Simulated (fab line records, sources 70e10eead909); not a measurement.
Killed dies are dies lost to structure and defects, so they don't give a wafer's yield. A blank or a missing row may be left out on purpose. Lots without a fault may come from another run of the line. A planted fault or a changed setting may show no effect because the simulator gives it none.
Chamber matching | flow nand_harc | NHARC_A_STAIRCASE_DESCUM_443 on rie_diel-11: 4 sister chambers
The step chemistry O2, time 3 s. 8 wafers are shown with their chamber, then 8 later ones without.

WAFERS WITH THEIR CHAMBER
wafer  | chamber | oes_product_au (a.u.) | throttle_valve_pct (%)
L079.3 | 2       | 1.011                 | 11.306
L079.4 | 3       | 0.998                 | 11.310
L085.3 | 1       | 0.989                 | 11.311
L085.4 | 2       | 1.009                 | 11.317
L088.1 | 1       | 0.984                 | 11.329
L088.2 | 0       | 1.001                 | 11.303
L088.6 | 3       | 1.012                 | 11.296
L090.1 | 0       | 1.003                 | 11.300

WAFERS WITHOUT THEIR CHAMBER
wafer  | oes_product_au (a.u.) | throttle_valve_pct (%)
L090.3 | 0.989                 | 11.325
L090.6 | 1.017                 | 11.309
L092.2 | 0.984                 | 11.323
L092.3 | 1.001                 | 11.314
L092.5 | 0.979                 | 11.309
L097.1 | 1.018                 | 11.325
L097.2 | 1.011                 | 11.298
L097.6 | 1.007                 | 11.322

WHICH CHAMBER EACH WENT THROUGH
wafer  | from the rows above               | in truth
L090.3 | 1                                 | 1
L090.6 | can't be placed: 2 or 3 or 0      | 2
L092.2 | 1                                 | 1
L092.3 | can't be placed: 0 or 3 or 2 or 1 | 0
L092.5 | 1                                 | 1
L097.1 | can't be placed: 2 or 3 or 0      | 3
L097.2 | can't be placed: 3 or 2 or 0      | 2
L097.6 | can't be placed: 2 or 3 or 0      | 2
Placed correctly: 3 of 8. Can't be placed from these rows: 5 (the true chamber is among the candidates in 5). Placed wrongly: 0.
How it was worked out, from the rows above alone: a wafer's distance from a chamber is the root of the sum, over the readings, of the square of ((its reading less the chamber's mean) divided by the reading's scatter). The wafer belongs to the nearest chamber; if the next one is less than 2 further off, it can't be placed. A chamber's mean is the mean of its shown wafers. The scatter: the root of (the sum of the squares of (reading less its chamber's mean) over the shown wafers, divided by (wafers less chambers)).
